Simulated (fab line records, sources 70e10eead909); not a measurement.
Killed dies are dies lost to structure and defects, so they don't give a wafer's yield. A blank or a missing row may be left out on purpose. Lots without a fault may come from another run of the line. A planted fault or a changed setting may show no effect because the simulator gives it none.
Chamber matching | flow nand_harc | NHARC_A_STAIRCASE_DEP_156 on pecvd-04: 3 sister chambers
The step deposits SiNx, target thk 50 nm. 6 wafers are shown with their chamber, then 11 later ones without.

WAFERS WITH THEIR CHAMBER
wafer  | chamber | heater_power_w (W) | heater_power_outer_w (W)
L082.2 | 1       | 519                | 326
L082.6 | 2       | 719                | 410
L088.2 | 1       | 505                | 318
L088.3 | 0       | 863                | 576
L088.5 | 0       | 875                | 587
L089.2 | 2       | 790                | 460

WAFERS WITHOUT THEIR CHAMBER
wafer  | heater_power_w (W) | heater_power_outer_w (W)
L089.4 | 849                | 543
L089.6 | 588                | 371
L090.1 | 888                | 580
L090.3 | 604                | 379
L090.6 | 834                | 503
L091.1 | 601                | 381
L091.2 | 746                | 469
L091.5 | 738                | 477
L092.1 | 575                | 370
L092.3 | 840                | 519
L092.6 | 799                | 518

WHICH CHAMBER EACH WENT THROUGH
wafer  | from the rows above     | in truth
L089.4 | 0                       | 0
L089.6 | 1                       | 1
L090.1 | 0                       | 0
L090.3 | can't be placed: 1 or 2 | 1
L090.6 | can't be placed: 0 or 2 | 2
L091.1 | can't be placed: 1 or 2 | 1
L091.2 | 2                       | 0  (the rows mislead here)
L091.5 | 2                       | 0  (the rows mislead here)
L092.1 | 1                       | 1
L092.3 | can't be placed: 0 or 2 | 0
L092.6 | can't be placed: 0 or 2 | 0
Placed correctly: 4 of 11. Can't be placed from these rows: 5 (the true chamber is among the candidates in 5). Placed wrongly: 2.
How it was worked out, from the rows above alone: a wafer's distance from a chamber is the root of the sum, over the readings, of the square of ((its reading less the chamber's mean) divided by the reading's scatter). The wafer belongs to the nearest chamber; if the next one is less than 2 further off, it can't be placed. A chamber's mean is the mean of its shown wafers. The scatter: the root of (the sum of the squares of (reading less its chamber's mean) over the shown wafers, divided by (wafers less chambers)).
